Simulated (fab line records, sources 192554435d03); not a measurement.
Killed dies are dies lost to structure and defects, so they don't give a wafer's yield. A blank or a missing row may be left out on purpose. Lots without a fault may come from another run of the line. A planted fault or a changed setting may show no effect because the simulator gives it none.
Split-lot experiment | flow n5_finfet | 7 lots, 21 wafers read, on a route of 1938 steps

THE SPLIT
At N5_MOL_CONTACT_COAG_ALD_131 (deposits SiO2, target thk 5 nm, pulse time 1 s, co reactant pulse time 1 s), the setting ald_cycles was moved away from the recipe's 35 on 5 of the 21 wafers read, by -11.4% to +5.7%. The other wafers ran this setting at the recipe's value.

The reading is taken at the split's own step.

THE READING
SiO2_of_MOL_CONTACT_COAG_ALD_131.thk_nm (the simulator's own value, which no gauge read), in nm, at N5_MOL_CONTACT_COAG_ALD_131 (deposits SiO2, target thk 5 nm, pulse time 1 s, co reactant pulse time 1 s). The file gives no usual value for it.

wafer  | tool, chamber at the split | ald_cycles as run | against the recipe | SiO2_of_MOL_CONTACT_COAG_ALD_131.thk_nm, nm | against lot-mates on the recipe
L075.1 | ald_sin-03, 2              | 35                | recipe             | 5                                           | -
L075.5 | ald_sin-03, 2              | 35                | recipe             | 5                                           | -
L075.4 | ald_sin-03, 3              | 31                | -11.4%             | 4.4                                         | -0.6
L076.1 | ald_sin-04, 3              | 35                | recipe             | 5                                           | -
L076.4 | ald_sin-04, 3              | 35                | recipe             | 5                                           | -
L076.5 | ald_sin-04, 2              | 37                | +5.7%              | 5.4                                         | +0.4
L084.1 | ald_sin-03, 1,0            | 35                | recipe             | 5                                           | -
L084.4 | ald_sin-03, 1,0            | 35                | recipe             | 5                                           | -
L084.5 | ald_sin-03, 3              | 37                | +5.7%              | 5.2                                         | +0.2
L091.3 | ald_sin-04, 1,1,3          | 35                | recipe             | 5                                           | -
L091.4 | ald_sin-04, 1,1,3          | 35                | recipe             | 5                                           | -
L091.5 | ald_sin-04, 1,1,3          | 35                | recipe             | 5                                           | -
L094.1 | ald_sin-02, 0,1,0          | 35                | recipe             | 5                                           | -
L094.4 | ald_sin-02, 0,1,0          | 35                | recipe             | 5                                           | -
L094.6 | ald_sin-02, 0,1,0          | 35                | recipe             | 5                                           | -
L095.1 | ald_sin-04, 1              | 35                | recipe             | 5                                           | -
L095.2 | ald_sin-04, 0,3            | 36                | +2.9%              | 5.2                                         | +0.2
L095.5 | ald_sin-04, 0,3            | 36                | +2.9%              | 5.2                                         | +0.2
L097.1 | ald_sin-02, 3,2,0          | 35                | recipe             | 5                                           | -
L097.2 | ald_sin-02, 3,2,0          | 35                | recipe             | 5                                           | -
L097.3 | ald_sin-02, 3,2,0          | 35                | recipe             | 5                                           | -
Where a row lists several chambers, the file gives one row for several wafers and doesn't say which wafer went through which chamber.

THE FIT
A straight line over all 21 wafers: SiO2_of_MOL_CONTACT_COAG_ALD_131.thk_nm changes by +0.0537 nm for each +1% of ald_cycles; r = +0.98; the points scatter about the line by 0.036 nm.
The same after taking each lot's own level away (the mean of its wafers on the recipe; 21 wafers): +0.0537 nm for each +1%; r = +0.98; scatter 0.036 nm.
On that fit, the largest move of ald_cycles shifts the reading by 0.61 nm.
The lots' own levels span 5.00 to 5.00 nm.
So the lot-to-lot level changes the slope little: the two slopes agree.
Check: with one of the wafers moved furthest among these (-11.4%) left out of the fit, the line predicts -0.632 nm for it against its lot-mates. It came out at -0.6 nm against them.

OTHER SPLITS ON THESE WAFERS
These wafers also went through other splits before the reading. Each is held against what the fit with the lots' levels taken away leaves over:
other split on the same wafers        | wafers away from the commonest value | r with SiO2_of_MOL_CONTACT_COAG_ALD_131.thk_nm (lot level and that fit taken away)
N5_MOL_CONTACT_COAG_COAT_103 spin_rpm | 14                                   | +0.01

THE FILE'S OWN FIT
SiO2_of_MOL_CONTACT_COAG_ALD_131.thk_nm changes by +0.0532 nm for each +1% of ald_cycles, r = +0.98.
